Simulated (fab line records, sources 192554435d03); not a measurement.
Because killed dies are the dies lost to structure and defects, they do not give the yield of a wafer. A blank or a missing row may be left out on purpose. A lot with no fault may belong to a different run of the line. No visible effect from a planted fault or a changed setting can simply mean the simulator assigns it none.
Matching of chambers    flow n5Finfet    4 sister chambers for N5_HKMG_FIN_ETCH_31 on rieDiel-04
The step etches SiARC in CF4, target depth 45.5 nm, time 75.8 s. 16 wafers are shown with their chamber, then 8 later ones without.

## WAFERS, EACH WITH ITS CHAMBER
wafer   chamber  showerheadPlenumPTorr (Torr)  drypumpMotorCurrentA (A)  throttleValvePct (%)
L076.1  2        2.14                          5.2                       15.83
L076.4  0        2.12                          5.4                       15.59
L076.5  0        2.12                          5.4                       15.58
L080.1  3        2.12                          6.1                       15.74
L080.2  0        2.12                          5.4                       15.59
L080.6  3        2.12                          6.1                       15.73
L081.2  0        2.12                          5.4                       15.62
L081.4  2        2.14                          5.1                       15.87
L081.5  2        2.14                          5.1                       15.86
L082.3  2        2.14                          5.1                       15.86
L082.4  1        2.23                          5.7                       15.82
L082.5  1        2.23                          5.7                       15.82
L086.2  2        2.13                          5.1                       15.87
L086.4  0        2.12                          5.4                       15.61
L086.6  2        2.13                          5.2                       15.89
L089.1  1        2.23                          5.7                       15.84

SIGNATURES, as means of the wafers listed above
reading                chamber 0  chamber 1  chamber 2  chamber 3  scatter within a chamber
showerheadPlenumPTorr  2.1200     2.2300     2.1367     2.1200     0.00333
drypumpMotorCurrentA   5.400      5.700      5.133      6.100      0.0333
throttleValvePct       15.5980    15.8267    15.8633    15.7350    0.0167
Rule: distance of a wafer from a chamber = root of the sum over the readings of ((wafer's reading minus chamber's mean) / reading's scatter) squared. The wafer belongs to the nearest chamber; if the next one is less than 2 further off, it can't be placed. The scatter: take each reading less its chamber's mean, square it, sum over the shown wafers, divide by the number of wafers less the number of chambers, and take the root.

## WAFERS WHOSE CHAMBER IS MISSING
wafer   showerheadPlenumPTorr (Torr)  drypumpMotorCurrentA (A)  throttleValvePct (%)
L089.3  2.11                          6.0                       15.77
L089.4  2.13                          5.1                       15.89
L090.1  2.13                          5.2                       15.90
L090.2  2.11                          5.4                       15.65
L090.3  2.23                          5.7                       15.85
L093.1  2.13                          5.1                       15.92
L093.2  2.11                          5.4                       15.67
L093.5  2.23                          5.7                       15.87

## EACH ONE'S CHAMBER
wafer   from the rows above  in truth
L089.3  3                    3
L089.4  2                    2
L090.1  2                    2
L090.2  0                    0
L090.3  1                    1
L093.1  2                    2
L093.2  0                    0
L093.5  1                    1
Correct placement for 8 of the 8. Number that these rows cannot place: 0. Number placed wrongly: 0.
